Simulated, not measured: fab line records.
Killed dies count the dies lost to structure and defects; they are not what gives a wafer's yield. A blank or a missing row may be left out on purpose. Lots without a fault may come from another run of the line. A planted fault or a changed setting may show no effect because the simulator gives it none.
Split-lot study ; flow n5-finfet ; route with 1938 steps; 7 lots, 39 wafers read

== SPLIT DETAILS ==
At N5_BEOL_M12_ETCH_38 (etches SiCN in CF4/N2, target depth 68.7 nm, time 73.4 s), the setting time-s was moved away from the recipe's 73.4 s on 12 of the 39 wafers read, by -58.9% to +58.6%. This setting was run at the recipe's value on the other wafers.

The reading is taken at the split's own step.

== THE READING ==
etch.depth-nm (the simulator's own value, which no gauge read), in nm, at N5_BEOL_M12_ETCH_38 (etches SiCN in CF4/N2, target depth 68.7 nm, time 73.4 s). The file gives no usual value for it. The 27 wafers here that ran the recipe average 59.67 nm, standard deviation 0.83 nm.

wafer;tool, chamber at the split;time-s as run, s;against the recipe;etch.depth-nm, nm;against lot-mates on the recipe
L075.1;rie-diel-06, 3,1;73.4;recipe;60.29;-
L075.5;rie-diel-06, 3,1;73.4;recipe;60.29;-
L075.2;rie-diel-06, 0;73.4;recipe;59.06;-
L075.3;rie-diel-06, 2;73.4;recipe;59.79;-
L075.4;rie-diel-06, 1;73.4;recipe;60.35;-
L075.6;rie-diel-06, 2;73.4;recipe;60.95;-
L079.1;rie-diel-06, 1;58.9;-19.8%;48.69;-11.29
L079.2;rie-diel-06, 3;73.4;recipe;60.3;-
L079.3;rie-diel-06, 2;58.9;-19.8%;48.14;-11.84
L079.4;rie-diel-06, 0;73.4;recipe;59.06;-
L079.5;rie-diel-06, 0;58.9;-19.8%;47.38;-12.60
L079.6;rie-diel-06, 1;73.4;recipe;60.57;-
L089.1;rie-diel-06, 3;73.4;recipe;60.12;-
L089.2;rie-diel-06, 0;73.4;recipe;59.22;-
L089.3;rie-diel-06, 1;73.4;recipe;60.55;-
L089.4;rie-diel-06, 2;73.4;recipe;59.68;-
L089.5;rie-diel-06, 1;73.4;recipe;60.08;-
L089.6;rie-diel-06, 0;73.4;recipe;58.86;-
L088.1;rie-diel-03, 1;73.4;recipe;59.76;-
L088.2;rie-diel-03, 2;30.2;-58.9%;23.65;-35.50
L088.3;rie-diel-03, 0;30.2;-58.9%;23.94;-35.21
L088.4;rie-diel-03, 3;30.2;-58.9%;24;-35.15
L088.5;rie-diel-03, 1;73.4;recipe;59.69;-
L088.6;rie-diel-03, 0;73.4;recipe;58;-
L091.1;rie-diel-06, 2;73.4;recipe;59.89;-
L091.4;rie-diel-06, 1;73.4;recipe;59.62;-
L091.6;rie-diel-06, 0;73.4;recipe;58.92;-
L094.1;rie-diel-06, 0;88.18;+20.1%;70.5;+10.50
L094.2;rie-diel-06, 1,2;73.4;recipe;60.19;-
L094.3;rie-diel-06, 1,2;73.4;recipe;60.19;-
L094.4;rie-diel-06, 3;73.4;recipe;59.63;-
L094.5;rie-diel-06, 2;88.18;+20.1%;72.41;+12.41
L094.6;rie-diel-06, 1;88.18;+20.1%;72.6;+12.60
L095.1;rie-diel-01, 0;73.4;recipe;60.19;-
L095.2;rie-diel-01, 3;116.4;+58.6%;94.52;+35.83
L095.3;rie-diel-01, 1;73.4;recipe;57.1;-
L095.4;rie-diel-01, 2;116.4;+58.6%;89.12;+30.43
L095.5;rie-diel-01, 3;73.4;recipe;58.78;-
L095.6;rie-diel-01, 2;116.4;+58.6%;88.43;+29.74
The file does not say which wafer passed through which chamber wherever a row lists several chambers: such a row stands for several wafers.

FIT RESULTS
A straight line over all 39 wafers: etch.depth-nm changes by +0.572 nm for each +1% of time-s; r = +1.00; the points scatter about the line by 1.4 nm.
The same after taking each lot's own level away (the mean of its wafers on the recipe; 39 wafers): +0.575 nm for each +1%; r = +1.00; scatter 1.2 nm.
Per that fit: largest time-s move, reading shift of 34 nm.
From 58.690 to 60.122 nm: that is the span of the lots' own levels, equal to 1.7 times the standard deviation above.
So the lot-to-lot level changes the slope little: the two slopes agree.
Check: -33.8 nm against its lot-mates is what the line predicts for one of the wafers moved furthest among these (-58.9%) when that wafer is left out of the fit. It came out at -35.5 nm against them.

== THESE WAFERS: OTHER SPLITS ==
These wafers also went through other splits before the reading. Each is held against what the fit with the lots' levels taken away leaves over:
other split on the same wafers;wafers away from the commonest value;r with etch.depth-nm (lot level and that fit taken away)
N5_BEOL_M3_ETCH_64 time-s;15;+0.17
N5_BEOL_M6_ILD_DEP_00 time-s;15;+0.09
N5_BEOL_M8_ILD_DEP_00 time-s;15;+0.18

== FILE'S OWN FIT ==
etch.depth-nm changes by +0.575 nm for each +1% of time-s, r = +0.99.
